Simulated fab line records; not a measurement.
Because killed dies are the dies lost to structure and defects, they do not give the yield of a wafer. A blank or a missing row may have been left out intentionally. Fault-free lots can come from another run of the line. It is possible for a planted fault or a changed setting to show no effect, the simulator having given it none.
fab line records | flow n5Finfet
[record] lots = 7 | wafers = 19 | lastDay = 21
route steps=1938 shown BEOL_M9@1427 PASSIVATION@1936
lots that met no fault: from a run of the same line without faults
startH: hours from the record's opening day to when the first of the lot's shown wafers began | waitH: hours since the lot's step before | " same as the row above | L1.1+2: several wafers, shown together as one row | - either no value or no given start | * or withheld: withheld | < > ~ a bound
route shown NAME@n: NAME is a module with steps in the file, n the number in the route of the first one | usual: mean and standard deviation over wafers with no fault | same: alike in all rows | chamber/n: place in a boat | sites: readings site by site | _std_site: their standard deviation | _edge_site: inner sites' mean taken away from outer sites' mean | radiusMm: how far each site lies from the wafer's centre | mask NAME#n: copy n | behind: the tool/chamber that last shaped the wafer | hold: reason for holding the lot/hours on hold/outcome of the hold | device: which transistor (n, p or np) failed to switch | end of line: the same wafers' tests at the end of the route | a step with no rows: only its recipe | killed: dies lost to structure and defects at the first sort, not the wafer's yield | map: shows each die of a wafer: x if killed, . if not, _ if none is there
set.NAME: the setting that was run; set.NAME@STEP: the one run at that earlier step | model.NAME: the simulator's own value behind a step, which no gauge read
a table for each step, a row for each wafer; lots at some steps of the route
services: when a tool's chamber went out of use (startH, in hours from the record's first day, below 0 if earlier), for how many hours, and the reason
[[steps]]
[step N5_BEOL_M9_COAT_75]
[recipe] resist = underlayer | tempC = 205 | timeS = 60 | spinRpm = 1500 | resistThkNm = 5
[step N5_BEOL_M9_COAT_22]
[recipe] resist = CAR-EUV | spinRpm = 1500 | resistThkNm = 30
[step N5_BEOL_M9_EBR_24]
[recipe] solvent = PGMEA | ebrWidthMm = 1.5
[step N5_BEOL_M9_SOFTBAKE_23]
[recipe] tempC = 110 | timeS = 60 | resist = CAR-EUV
[step N5_BEOL_M9_EXPOSE_25]
[recipe] maskId = V8 | na = 0.33 | sourceShape = annular | sigmaInner = 0.4 | sigmaOuter = 0.8 | polarization = unpolarized | doseMj = 37.25
[step N5_BEOL_M9_PEB_26]
[recipe] pebTempC = 100 | pebTimeS = 60 | resist = CAR-EUV
[step N5_BEOL_M9_DEVELOP_27]
[recipe] developTimeS = 30 | developer = TMAH | resist = CAR-EUV | rinseLiquid = surfactantRinse | dry = airSpin | devTempC = 23
[step N5_BEOL_M9_CD_MEAS_28]
[recipe] targetCdNm = 70 | landingEnergyEv = 500 | detector = seInlens | polarity = opening
[usual] cdNm = 69.84/0.28
lot.wafer | tool     | chamber | startH | waitH | cdNm
L462.1    | cdSem-03 | 0       | 333.15 | -     | 69.68
L462.2    | "        | 0       | "      | "     | 69.42
L462.3    | "        | 0       | "      | "     | 69.41
L466.1    | cdSem-03 | 0       | 372.68 | -     | 69.48
L466.4    | "        | 0       | "      | "     | 69.44
L466.5    | "        | 0       | "      | "     | 69.86
L471.1    | cdSem-03 | 0       | 400.06 | -     | 69.65
L471.3    | "        | 0       | "      | "     | 69.66
L470.3    | cdSem-03 | 0       | 402.63 | -     | 70.52
L470.4    | "        | 0       | "      | "     | 69.56
L470.5    | "        | 0       | "      | "     | 69.56
L474.1    | cdSem-01 | 0       | 405.72 | -     | 69.78
L474.6    | "        | 0       | "      | "     | 70.15
L479.3    | cdSem-03 | 0       | 412.65 | -     | 70.40
L479.4    | "        | 0       | "      | "     | 69.46
L479.6    | "        | 0       | "      | "     | 69.79
L480.1    | cdSem-02 | 0       | 441.89 | -     | 69.81
L480.2    | "        | 0       | "      | "     | 69.75
L480.3    | "        | 0       | "      | "     | 70.23
[step N5_BEOL_M9_OVL_MEAS_29]
[recipe] pointsPerWafer = 522
[usual] V8_OVL = 0.3/0.65
lot.wafer | tool       | chamber | startH | waitH | V8_OVL[nm]
L462.1    | overlay-02 | 0       | 333.18 | 0.0   | 0.6
L462.2    | "          | 0       | "      | "     | -0.6
L462.3    | "          | 0       | "      | "     | 0.5
L466.1    | overlay-01 | 0       | 372.71 | 0.0   | 0.0
L466.4    | "          | 0       | "      | "     | 0.2
L466.5    | "          | 0       | "      | "     | 0.0
L471.1    | overlay-01 | 0       | 400.09 | 0.0   | 1.0
L471.3    | "          | 0       | "      | "     | 1.3
L470.3    | overlay-01 | 0       | 402.67 | 0.0   | 0.4
L470.4    | "          | 0       | "      | "     | 0.1
L470.5    | "          | 0       | "      | "     | -0.1
L474.1    | overlay-01 | 0       | 405.75 | 0.0   | -0.2
L474.6    | "          | 0       | "      | "     | 1.0
L479.3    | overlay-01 | 0       | 412.69 | 0.0   | 1.3
L479.4    | "          | 0       | "      | "     | 0.4
L479.6    | "          | 0       | "      | "     | 1.2
L480.1    | overlay-02 | 0       | 441.92 | 0.0   | 0.2
L480.2    | "          | 0       | "      | "     | -0.3
L480.3    | "          | 0       | "      | "     | 0.3
[step N5_BEOL_M9_INSPECT_30]
[recipe] mode = adi | inspectInstrument = brightfield
[usual] rawDefectCount = 413/90
lot.wafer | tool             | chamber | startH | waitH | rawDefectCount
L462.1    | defectInspect-01 | -       | 333.24 | 0.1   | 405
L462.2    | "                | -       | "      | "     | 379
L462.3    | "                | -       | "      | "     | 439
L466.1    | defectInspect-02 | -       | 372.77 | 0.1   | 464
L466.4    | "                | -       | "      | "     | 299
L466.5    | "                | -       | "      | "     | 339
L471.1    | defectInspect-01 | -       | 400.15 | 0.1   | 436
L471.3    | "                | -       | "      | "     | 617
L470.3    | defectInspect-01 | -       | 402.71 | 0.0   | 382
L470.4    | "                | -       | "      | "     | 395
L470.5    | "                | -       | "      | "     | 393
L474.1    | defectInspect-02 | -       | 405.81 | 0.1   | 554
L474.6    | "                | -       | "      | "     | 447
L479.3    | defectInspect-01 | -       | 412.74 | 0.0   | 336
L479.4    | "                | -       | "      | "     | 347
L479.6    | "                | -       | "      | "     | 372
L480.1    | defectInspect-02 | -       | 441.98 | 0.1   | 402
L480.2    | "                | -       | "      | "     | 397
L480.3    | "                | -       | "      | "     | 346
[step N5_BEOL_M9_DESCUM_33]
[recipe] chemistry = O2 | timeS = 7 | sourcePowerW = 50 | biasPowerW = 20 | pressureMtorr = 20 | rfFrequencyHz = 2.712e+07 | tempC = 40 | resist = CAR-EUV | o2FlowSccm = 225
[usual] drypumpMotorCurrentA = 5.6/0.49 | oesProductAu = 0.79/0.087 | rfVppV = 243.3/1.6 | showerheadPlenumPTorr = 2.11/0.089 | throttleValvePct = 20.44/0.22
lot.wafer | tool       | chamber | startH | waitH | drypumpMotorCurrentA | oesProductAu | rfHoursCounterH | rfVppV | showerheadPlenumPTorr | throttleValvePct
L462.1    | rieDiel-02 | 2       | 333.27 | 0.0   | 5.0                  | 0.98         | 1               | 243.3  | 2.15                  | 20.21
L462.2    | "          | 3       | "      | "     | 5.7                  | 0.81         | 123             | 241.8  | 2.00                  | 20.67
L462.3    | "          | 0       | "      | "     | 4.8                  | 0.93         | 23              | 244.8  | 2.24                  | 20.71
L466.1    | rieDiel-06 | 2       | 372.81 | 0.0   | 5.5                  | 0.92         | 16              | 243.4  | 2.04                  | 19.86
L466.4    | "          | 1       | "      | "     | 5.5                  | 0.75         | 140             | 244.2  | 2.19                  | 20.28
L466.5    | "          | 0       | "      | "     | 5.8                  | 0.74         | -               | 243.5  | 2.05                  | 20.50
L471.1    | rieDiel-02 | 2       | 400.19 | 0.0   | 5.0                  | 0.91         | 21              | 244.6  | 2.14                  | 20.23
L471.3    | "          | 0       | "      | "     | 4.8                  | 0.88         | 42              | 245.9  | 2.23                  | 20.75
L470.3    | rieDiel-02 | 3       | 402.75 | 0.0   | 5.7                  | 0.78         | 142             | 241.0  | 2.00                  | 20.69
L470.4    | "          | 0       | "      | "     | 4.8                  | 0.88         | 43              | 245.6  | 2.23                  | 20.75
L470.5    | "          | 0       | "      | "     | 4.8                  | 0.89         | -               | 244.0  | 2.23                  | 20.76
L474.1    | rieDiel-02 | 1       | 405.84 | 0.0   | 6.4                  | 0.75         | 145             | 245.0  | 2.21                  | 20.56
L474.6    | "          | 3       | "      | "     | 5.7                  | 0.77         | -               | 241.3  | 2.00                  | 20.71
L479.3    | rieDiel-05 | 1       | 412.85 | 0.1   | 5.6                  | 0.91         | 10              | 242.6  | 2.11                  | 20.05
L479.4    | "          | 2       | "      | "     | 6.1                  | 0.71         | 197             | 243.4  | 2.16                  | 20.39
L479.6    | "          | 3       | "      | "     | 5.8                  | 0.67         | -               | 241.6  | 1.97                  | 20.33
L480.1    | rieDiel-06 | 1       | 442.02 | 0.0   | 5.6                  | 0.72         | 162             | 245.8  | 2.18                  | 20.31
L480.2    | "          | 3       | "      | "     | 6.0                  | 0.83         | 82              | 243.0  | 2.11                  | 20.39
L480.3    | "          | 0       | "      | "     | 5.8                  | 0.72         | 198             | 242.9  | 2.05                  | 20.52
[step N5_BEOL_M9_ETCH_76]
[recipe] chemistry = N2/H2 | target = underlayer | targetDepthA = 65 | maskMaterial = CAR-EUV | timeS = 5.2 | ionEnergyEv = 200 | pressureMtorr = 30 | sourceW = 840 | biasW = 150 | n2FlowSccm = 200 | h2FlowSccm = 200 | ends = cleared
[usual] drypumpMotorCurrentA = 5.6/0.49 | etchRfOnTimeS = 5.27/0.18 | h2FlowSccm = 200.1/0.65 | oesProductAu = 0.67/0.07 | rfVppV = 524.3/2.9 | showerheadPlenumPTorr = 2.57/0.094 | throttleValvePct = 17.9/0.32
lot.wafer | tool       | chamber | startH | waitH | drypumpMotorCurrentA | etchRfOnTimeS | h2FlowSccm | oesProductAu | rfHoursCounterH | rfVppV | showerheadPlenumPTorr | throttleValvePct
L462.1    | rieDiel-02 | 2       | 333.30 | 0.0   | 5.0                  | 5.35          | 200.3      | 0.81         | 1               | 525.8  | 2.60                  | 17.6
L462.2    | "          | 3       | "      | "     | 5.7                  | 5.42          | 199.2      | 0.66         | 123             | 522.1  | 2.48                  | 18.6
L462.3    | "          | 0       | "      | "     | 4.8                  | 5.08          | 200.3      | 0.79         | 23              | 530.9  | 2.68                  | 18.0
L466.1    | rieDiel-06 | 2       | 372.84 | 0.0   | 5.5                  | 5.19          | 200.6      | 0.79         | 16              | 522.2  | 2.48                  | 17.3
L466.4    | "          | 1       | "      | "     | 5.6                  | 5.25          | 199.1      | 0.66         | 140             | 526.1  | 2.63                  | 17.5
L466.5    | "          | 0       | "      | "     | 5.8                  | 5.30          | 200.5      | 0.62         | -               | 523.0  | 2.55                  | 18.2
L471.1    | rieDiel-02 | 2       | 400.22 | 0.0   | 5.1                  | 5.37          | 200.3      | 0.73         | 21              | 525.1  | 2.59                  | 17.6
L471.3    | "          | 0       | "      | "     | 4.8                  | 5.12          | 200.0      | 0.75         | 42              | 527.4  | 2.68                  | 18.0
L470.3    | rieDiel-02 | 3       | 402.78 | 0.0   | 5.7                  | 5.51          | 200.6      | 0.65         | 142             | 520.4  | 2.47                  | 18.6
L470.4    | "          | 0       | "      | "     | 4.9                  | 5.17          | 199.9      | 0.74         | 43              | 528.4  | 2.68                  | 18.0
L470.5    | "          | 0       | "      | "     | 4.9                  | 5.11          | 199.7      | 0.75         | -               | 526.6  | 2.68                  | 18.0
L474.1    | rieDiel-02 | 1       | 405.88 | 0.0   | 6.4                  | 5.49          | 199.5      | 0.63         | 145             | 523.8  | 2.65                  | 17.8
L474.6    | "          | 3       | "      | "     | 5.7                  | 5.43          | 200.1      | 0.63         | -               | 520.7  | 2.47                  | 18.6
L479.3    | rieDiel-05 | 1       | 412.88 | 0.0   | 5.6                  | 5.09          | 199.9      | 0.79         | 10              | 525.7  | 2.62                  | 17.8
L479.4    | "          | 2       | "      | "     | 6.1                  | 5.15          | 200.5      | 0.62         | 197             | 526.1  | 2.66                  | 18.2
L479.6    | "          | 3       | "      | "     | 5.7                  | 5.07          | 200.0      | 0.61         | -               | 523.0  | 2.41                  | 17.9
L480.1    | rieDiel-06 | 1       | 442.05 | 0.0   | 5.6                  | 5.29          | 199.0      | 0.63         | 162             | 527.8  | 2.62                  | 17.5
L480.2    | "          | 3       | "      | "     | 6.0                  | 4.91          | 200.3      | 0.74         | 82              | 522.9  | 2.56                  | 17.8
L480.3    | "          | 0       | "      | "     | 5.8                  | 5.40          | 200.6      | 0.61         | 198             | 521.8  | 2.54                  | 18.3
[step N5_BEOL_M9_ETCH_65]
[recipe] chemistry = CF4 | target = SiARC | targetDepthA = 156 | maskMaterial = CAR-EUV | timeS = 26 | ionEnergyEv = 80 | pressureMtorr = 40 | sourceW = 545 | biasW = 36 | Ar_flow_sccm = 100 | cf4FlowSccm = 100 | ends = cleared
[usual] drypumpMotorCurrentA = 5.6/0.49 | etchRfOnTimeS = 26.4/0.86 | oesProductAu = 0.67/0.072 | rfVppV = 184.4/1.1 | showerheadPlenumPTorr = 2.16/0.077 | throttleValvePct = 15.63/0.22
lot.wafer | tool       | chamber | startH | waitH | drypumpMotorCurrentA | etchRfOnTimeS | oesProductAu | rfHoursCounterH | rfVppV | showerheadPlenumPTorr | throttleValvePct
L462.1    | rieDiel-02 | 2       | 333.32 | 0.0   | 5.0                  | 26.8          | 0.80         | 1               | 183.8  | 2.19                  | 15.26
L462.2    | "          | 3       | "      | "     | 5.7                  | 27.4          | 0.65         | 123             | 185.1  | 2.07                  | 15.89
L462.3    | "          | 0       | "      | "     | 4.8                  | 25.4          | 0.79         | 23              | 185.3  | 2.25                  | 15.64
L466.1    | rieDiel-06 | 2       | 372.86 | 0.0   | 5.5                  | 25.8          | 0.79         | 16              | 183.4  | 2.12                  | 15.22
L466.4    | "          | 1       | "      | "     | 5.5                  | 26.1          | 0.66         | 140             | 184.2  | 2.22                  | 15.39
L466.5    | "          | 0       | "      | "     | 5.8                  | 27.2          | 0.61         | -               | 184.6  | 2.13                  | 15.89
L471.1    | rieDiel-02 | 2       | 400.24 | 0.0   | 5.0                  | 26.5          | 0.75         | 21              | 185.1  | 2.18                  | 15.32
L471.3    | "          | 0       | "      | "     | 4.8                  | 31.7          | 0.67         | 42              | 185.8  | 2.24                  | 15.67
L470.3    | rieDiel-02 | 3       | 402.80 | 0.0   | 5.7                  | 34.6          | 0.57         | 142             | 183.3  | 2.06                  | 15.95
L470.4    | "          | 0       | "      | "     | 4.8                  | 26.1          | 0.74         | 43              | 186.2  | 2.24                  | 15.69
L470.5    | "          | 0       | "      | "     | 4.8                  | 26.2          | 0.74         | -               | 184.9  | 2.25                  | 15.69
L474.1    | rieDiel-02 | 1       | 405.89 | 0.0   | 6.4                  | 27.6          | 0.63         | 145             | 185.8  | 2.23                  | 15.63
L474.6    | "          | 3       | "      | "     | 5.7                  | 33.8          | 0.57         | -               | 182.7  | 2.06                  | 15.94
L479.3    | rieDiel-05 | 1       | 412.90 | 0.0   | 5.5                  | 26.0          | 0.79         | 10              | 184.2  | 2.19                  | 15.44
L479.4    | "          | 2       | "      | "     | 6.1                  | 26.0          | 0.62         | 197             | 184.6  | 2.23                  | 15.69
L479.6    | "          | 3       | "      | "     | 5.7                  | 25.8          | 0.60         | -               | 185.1  | 2.02                  | 15.63
L480.1    | rieDiel-06 | 1       | 442.07 | 0.0   | 5.5                  | 26.6          | 0.63         | 162             | 185.7  | 2.21                  | 15.43
L480.2    | "          | 3       | "      | "     | 6.1                  | 24.6          | 0.73         | 82              | 183.9  | 2.16                  | 15.57
L480.3    | "          | 0       | "      | "     | 5.8                  | 27.2          | 0.60         | 198             | 183.1  | 2.12                  | 15.91
[step N5_BEOL_M9_ETCH_66]
[recipe] chemistry = N2/H2 | target = SOC | targetDepthA = 800 | overetchA = 160 | maskMaterial = SiARC | tempC = 40 | timeS = 120 | ionEnergyEv = 200 | pressureMtorr = 30 | sourceW = 840 | biasW = 150 | n2FlowSccm = 200 | h2FlowSccm = 200
[usual] drypumpMotorCurrentA = 5.6/0.48 | h2FlowSccm = 200.1/0.6 | oesProductAu = 0.61/0.06 | rfVppV = 524.4/2.7 | showerheadPlenumPTorr = 2.57/0.094 | throttleValvePct = 17.9/0.32
lot.wafer | tool       | chamber | startH | waitH | drypumpMotorCurrentA | h2FlowSccm | oesProductAu | rfHoursCounterH | rfVppV | showerheadPlenumPTorr | throttleValvePct
L462.1    | rieDiel-02 | 2       | 333.35 | 0.0   | 5.0                  | 199.7      | 0.74         | 1               | 525.5  | 2.60                  | 17.5
L462.2    | "          | 3       | "      | "     | 5.7                  | 199.0      | 0.61         | 123             | 522.1  | 2.48                  | 18.5
L462.3    | "          | 0       | "      | "     | 4.8                  | 200.5      | 0.69         | 23              | 528.0  | 2.69                  | 17.9
L466.1    | rieDiel-06 | 2       | 372.88 | 0.0   | 5.5                  | 199.8      | 0.71         | 16              | 521.7  | 2.48                  | 17.3
L466.4    | "          | 1       | "      | "     | 5.5                  | 200.6      | 0.59         | 140             | 527.0  | 2.63                  | 17.5
L466.5    | "          | 0       | "      | "     | 5.8                  | 199.2      | 0.57         | -               | 525.3  | 2.55                  | 18.2
L471.1    | rieDiel-02 | 2       | 400.27 | 0.0   | 5.1                  | 200.0      | 0.68         | 21              | 526.0  | 2.60                  | 17.6
L471.3    | "          | 0       | "      | "     | 4.8                  | 200.0      | 0.67         | 42              | 526.9  | 2.68                  | 18.0
L470.3    | rieDiel-02 | 3       | 402.83 | 0.0   | 5.7                  | 200.2      | 0.59         | 142             | 520.9  | 2.47                  | 18.6
L470.4    | "          | 0       | "      | "     | 4.8                  | 200.1      | 0.66         | 43              | 526.9  | 2.68                  | 18.0
L470.5    | "          | 0       | "      | "     | 4.8                  | 200.3      | 0.67         | -               | 528.4  | 2.68                  | 18.0
L474.1    | rieDiel-02 | 1       | 405.92 | 0.0   | 6.4                  | 199.6      | 0.58         | 145             | 526.7  | 2.65                  | 17.7
L474.6    | "          | 3       | "      | "     | 5.7                  | 201.4      | 0.59         | -               | 521.6  | 2.47                  | 18.6
L479.3    | rieDiel-05 | 1       | 412.93 | 0.0   | 5.6                  | 200.6      | 0.70         | 10              | 526.4  | 2.62                  | 17.7
L479.4    | "          | 2       | "      | "     | 6.1                  | 201.0      | 0.55         | 197             | 527.0  | 2.66                  | 18.1
L479.6    | "          | 3       | "      | "     | 5.7                  | 200.4      | 0.53         | -               | 518.8  | 2.41                  | 17.9
L480.1    | rieDiel-06 | 1       | 442.10 | 0.0   | 5.6                  | 200.3      | 0.58         | 162             | 526.7  | 2.62                  | 17.5
L480.2    | "          | 3       | "      | "     | 6.0                  | 200.7      | 0.64         | 82              | 524.6  | 2.56                  | 17.8
L480.3    | "          | 0       | "      | "     | 5.8                  | 199.8      | 0.55         | 198             | 523.3  | 2.54                  | 18.3
[step N5_PASSIVATION_PROBE_49]
[usual] defectLimitedYield = 90.9/1.6 | killed_at_M0_to_M3 = 37/11 | killed_at_M4_up = 15/5.6 | killedAtContacts = 13/6.4 | killedAtFrontEnd = 39/11 | killedAtOther = 4/3.1 | killedDies = 107/19 | killedOnRim = 14/4.3 | killedOpen = 71/14 | killedShort = 34/7.8 | sort_bin_5_function = 5.3/1 | sort_bin_6_memory = 3.4/0.72 | sort_bin_8_speed = 0.0/0.42 | sortNPass = 1072/20 | sortYieldPct = 90.9/1.7
[same] grossDies = 1180 | killedAtBackSide = 0 | sort_bin_4_leakage[%] = 0
lot.wafer | tool      | chamber | startH | waitH | defectLimitedYield[%] | killed_at_M0_to_M3 | killed_at_M4_up | killedAtContacts | killedAtFrontEnd | killedAtOther | killedDies | killedOnRim | killedOpen | killedShort | sort_bin_5_function[%] | sort_bin_6_memory[%] | sort_bin_8_speed[%] | sortNPass | sortYieldPct[%]
L462.1    | prober-02 | -       | 410.64 | 0.0   | 92.1                  | 34                 | 13              | 7                | 37               | 2             | 93         | 10          | 64         | 27          | 5.1                    | 2.6                  | 0                   | 1087      | 92.1
L462.2    | prober-02 | -       | 410.69 | 0.1   | 89.4                  | 46                 | 15              | 16               | 38               | 10            | 125        | 19          | 87         | 35          | 6.3                    | 4.1                  | 0                   | 1055      | 89.4
L462.3    | prober-02 | -       | 410.74 | 0.1   | 92.8                  | 27                 | 8               | 3                | 45               | 2             | 85         | 12          | 50         | 32          | 4.0                    | 3.0                  | 0                   | 1095      | 92.8
L479.3    | prober-02 | -       | 479.14 | 0.1   | 92.1                  | 47                 | 9               | 20               | 17               | 0             | 93         | 17          | 66         | 24          | 4.9                    | 2.8                  | 0                   | 1087      | 92.1
L479.4    | prober-02 | -       | 479.19 | 0.2   | 91.9                  | 55                 | 9               | 5                | 25               | 2             | 96         | 21          | 62         | 32          | 4.6                    | 3.2                  | 0                   | 1084      | 91.9
L479.6    | prober-02 | -       | 479.29 | 0.3   | 90.7                  | 58                 | 9               | 17               | 22               | 4             | 110        | 13          | 75         | 34          | 5.6                    | 3.3                  | 0                   | 1070      | 90.7
L480.1    | prober-02 | -       | 506.77 | 0.5   | 91.4                  | 41                 | 4               | 10               | 45               | 2             | 102        | 7           | 65         | 36          | 4.7                    | 3.6                  | 0                   | 1078      | 91.4
L480.2    | prober-02 | -       | 506.82 | 0.5   | 88.4                  | 66                 | 19              | 5                | 45               | 2             | 137        | 20          | 79         | 56          | 6.5                    | 4.6                  | 0                   | 1043      | 88.4
L480.3    | prober-02 | -       | 506.87 | 0.6   | 89.7                  | 57                 | 10              | 9                | 44               | 2             | 122        | 18          | 80         | 37          | 5.3                    | 4.4                  | 0                   | 1058      | 89.7
// killed by level:class
L462.1 FIN_SAQP:geometricParticle:open=12 BEOL_M2:geometricParticle:open=7 MOL_CONTACT_COAG:geometricParticle:open=7 BEOL_M3:geometricParticle:open=7 BEOL_M0_SAQP:geometricParticle:open=6 BEOL_M0_SAQP:geometricParticle:short=6 FIN_SAQP:geometricParticle:short=4 STI_FIN_REVEAL:geometricParticle:open=4
L462.2 BEOL_M2:geometricParticle:open=15 MOL_CONTACT_COAG:geometricParticle:open=11 FIN_SAQP:geometricParticle:open=10 BEOL_M4:geometricParticle:open=8 BEOL_M1:geometricParticle:open=7 STI_FIN_REVEAL:geometricParticle:open=6 MOL_CONTACT_COAG:geometricParticle:short=5 BEOL_M3:geometricParticle:open=5
L462.3 FIN_SAQP:geometricParticle:open=9 BEOL_M2:geometricParticle:open=9 DUMMY_GATE:geometricParticle:open=7 BEOL_M0_SAQP:geometricParticle:short=6 FIN_SAQP:geometricParticle:short=5 BEOL_M4:geometricParticle:short=5 STI_FIN_REVEAL:geometricParticle:open=4 BEOL_M0_SAQP:geometricParticle:open=4
L479.3 BEOL_M2:geometricParticle:open=18 MOL_CONTACT_COAG:geometricParticle:open=17 BEOL_M0_SAQP:geometricParticle:short=8 STI_FIN_REVEAL:geometricParticle:open=5 BEOL_M0:geometricParticle:open=5 BEOL_M0_SAQP:geometricParticle:open=4 BEOL_M1:geometricParticle:open=4 GATE_CUT:geometricParticle:short=3
L479.4 BEOL_M3:geometricParticle:open=17 BEOL_M0_SAQP:geometricParticle:open=10 BEOL_M0_SAQP:geometricParticle:short=9 BEOL_M2:geometricParticle:open=6 STI_FIN_REVEAL:geometricParticle:open=5 BEOL_M0:geometricParticle:open=5 BEOL_M4:geometricParticle:open=5 ILD0:geometricParticle:short=4
L479.6 MOL_CONTACT_COAG:geometricParticle:open=16 BEOL_M0_SAQP:geometricParticle:open=16 BEOL_M0_SAQP:geometricParticle:short=14 BEOL_M2:geometricParticle:open=10 BEOL_M1:geometricParticle:open=8 BEOL_M3:geometricParticle:open=5 STI_FIN_REVEAL:geometricParticle:open=4 ILD0:geometricParticle:open=4
L480.1 FIN_SAQP:geometricParticle:open=20 FIN_SAQP:geometricParticle:short=10 BEOL_M0_SAQP:geometricParticle:open=9 MOL_CONTACT_COAG:geometricParticle:open=8 BEOL_M0_SAQP:geometricParticle:short=7 BEOL_M2:geometricParticle:short=7 BEOL_M2:geometricParticle:open=6 BEOL_M1:geometricParticle:open=5
L480.2 BEOL_M0_SAQP:geometricParticle:short=24 FIN_SAQP:geometricParticle:open=18 BEOL_M0_SAQP:geometricParticle:open=15 FIN_SAQP:geometricParticle:short=13 BEOL_M1:geometricParticle:open=8 BEOL_M3:geometricParticle:open=8 BEOL_M4:geometricParticle:open=5 BEOL_M0:geometricParticle:open=5
L480.3 BEOL_M0_SAQP:geometricParticle:open=16 BEOL_M2:geometricParticle:open=14 BEOL_M0_SAQP:geometricParticle:short=12 FIN_SAQP:geometricParticle:open=10 STI_FIN_REVEAL:geometricParticle:open=9 FIN_SAQP:geometricParticle:short=8 MOL_CONTACT_COAG:geometricParticle:open=7 STARTING-WAFER:geometricParticle:short=7
[[services]]
tool       | chamber | startH | hours | kind
rieDiel-02 | 2       | 317.30 | -     | clean
rieDiel-02 | 2       | 317.30 | -     | consumableReplace:focusRing
rieDiel-02 | 2       | 317.30 | 12.3  | scheduledDown
rieDiel-02 | 2       | 317.30 | 12.3  | ventCycle
rieDiel-05 | 0       | 344.40 | 2.8   | repair
rieDiel-05 | 1       | 347.18 | -     | clean
rieDiel-05 | 1       | 347.18 | -     | consumableReplace:esc
rieDiel-05 | 1       | 347.18 | -     | consumableReplace:focusRing
rieDiel-05 | 1       | 347.18 | 37.7  | scheduledDown
rieDiel-05 | 1       | 347.18 | 37.7  | ventCycle
rieDiel-02 | 1       | 367.74 | 5.0   | repair
rieDiel-06 | 0       | 401.30 | 8.8   | repair
rieDiel-06 | 0       | 411.47 | 6.5   | repair
rieDiel-02 | 2       | 417.51 | 2.8   | repair
rieDiel-06 | 2       | 431.53 | 15.6  | repair
[[key]]
[firstSign] step = N5_BEOL_M9_ETCH_65 | reading = etchRfOnTimeS | direction = up | sigmas = 8.1 | usual = * | struck = *
effect none on later readings
metAt N5_BEOL_M9_ETCH_65
struckWafers L470.3,L471.3,L474.6
onsetBetween 333.32 400.24
[fault] kind = processParameterDrift | tool = rieDiel-02 | chamber = - | onsetH = 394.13 | steps = N5_BEOL_M9_ETCH_65 | channel = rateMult | offset = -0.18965 | shape = step | endH = 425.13 | scope = struckWafersOnly
